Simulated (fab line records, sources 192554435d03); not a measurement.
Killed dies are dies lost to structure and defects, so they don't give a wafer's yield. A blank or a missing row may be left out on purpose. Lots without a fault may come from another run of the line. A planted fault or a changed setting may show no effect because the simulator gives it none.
Split-lot experiment | flow n5_finfet | 7 lots, 21 wafers read, on a route of 1938 steps

THE SPLIT
At N5_BEOL_M0_SAQP_HM_DEP_02 (deposits TiN, target thk 12 nm), the setting target_thk_a was moved away from the recipe's 120 angstrom on 5 of the 21 wafers read, by -11.1% to +10.3%. The other wafers ran this setting at the recipe's value.

The reading is taken at the split's own step.

THE READING
TiN_of_BEOL_M0_SAQP_HM_DEP_02.thk_nm (the simulator's own value, which no gauge read), in nm, at N5_BEOL_M0_SAQP_HM_DEP_02 (deposits TiN, target thk 12 nm). The file gives no usual value for it. The 16 wafers here that ran the recipe average 12.0 nm, standard deviation 0.066 nm.

wafer  | tool, chamber at the split | target_thk_a as run, angstrom | against the recipe | TiN_of_BEOL_M0_SAQP_HM_DEP_02.thk_nm, nm | against lot-mates on the recipe
L074.1 | pvd_sputter-01, -          | 120                           | recipe             | 12                                       | -
L074.6 | pvd_sputter-01, -          | 120                           | recipe             | 12                                       | -
L074.4 | pvd_sputter-01, -          | 107.5                         | -10.4%             | 10.8                                     | -1.2
L075.1 | pvd_sputter-02, -          | 120                           | recipe             | 12                                       | -
L075.6 | pvd_sputter-02, -          | 120                           | recipe             | 12                                       | -
L075.3 | pvd_sputter-02, -          | 120                           | recipe             | 11.8                                     | -
L077.4 | pvd_sputter-03, -          | 120                           | recipe             | 12                                       | -
L077.6 | pvd_sputter-03, -          | 120                           | recipe             | 12                                       | -
L077.5 | pvd_sputter-03, -          | 132.3                         | +10.3%             | 13.2                                     | +1.2
L079.3 | pvd_sputter-02, -          | 120                           | recipe             | 11.8                                     | -
L079.4 | pvd_sputter-02, -          | 120                           | recipe             | 12                                       | -
L079.5 | pvd_sputter-02, -          | 120                           | recipe             | 12                                       | -
L084.1 | pvd_sputter-02, -          | 109                           | -9.2%              | 10.8                                     | -1.2
L084.4 | pvd_sputter-02, -          | 109                           | -9.2%              | 10.8                                     | -1.2
L084.6 | pvd_sputter-02, -          | 120                           | recipe             | 12                                       | -
L089.3 | pvd_sputter-03, -          | 120                           | recipe             | 12                                       | -
L089.4 | pvd_sputter-03, -          | 120                           | recipe             | 12                                       | -
L089.5 | pvd_sputter-03, -          | 120                           | recipe             | 12                                       | -
L091.1 | pvd_sputter-02, -          | 120                           | recipe             | 12                                       | -
L091.6 | pvd_sputter-02, -          | 120                           | recipe             | 12                                       | -
L091.2 | pvd_sputter-02, -          | 106.7                         | -11.1%             | 10.4                                     | -1.6

THE FIT
A straight line over all 21 wafers: TiN_of_BEOL_M0_SAQP_HM_DEP_02.thk_nm changes by +0.126 nm for each +1% of target_thk_a; r = +0.99; the points scatter about the line by 0.081 nm.
The same after taking each lot's own level away (the mean of its wafers on the recipe; 21 wafers): +0.127 nm for each +1%; r = +0.99; scatter 0.078 nm.
On that fit, the largest move of target_thk_a shifts the reading by 1.4 nm.
The lots' own levels span 11.93 to 12.00 nm, that is 1.0 times the standard deviation above.
So the lot-to-lot level changes the slope little: the two slopes agree.
Check: with one of the wafers moved furthest among these (-11.1%) left out of the fit, the line predicts -1.36 nm for it against its lot-mates. It came out at -1.6 nm against them.

OTHER SPLITS ON THESE WAFERS
These wafers also went through other splits before the reading. Each is held against what the fit with the lots' levels taken away leaves over:
other split on the same wafers       | wafers away from the commonest value | r with TiN_of_BEOL_M0_SAQP_HM_DEP_02.thk_nm (lot level and that fit taken away)
N5_GATE_CUT_COAT_27 spin_rpm         | 3                                    | -0.09
N5_MOL_CONTACT_COAG_COAT_76 spin_rpm | 3                                    | -0.09

THE FILE'S OWN FIT
TiN_of_BEOL_M0_SAQP_HM_DEP_02.thk_nm changes by +0.127 nm for each +1% of target_thk_a, r = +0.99.
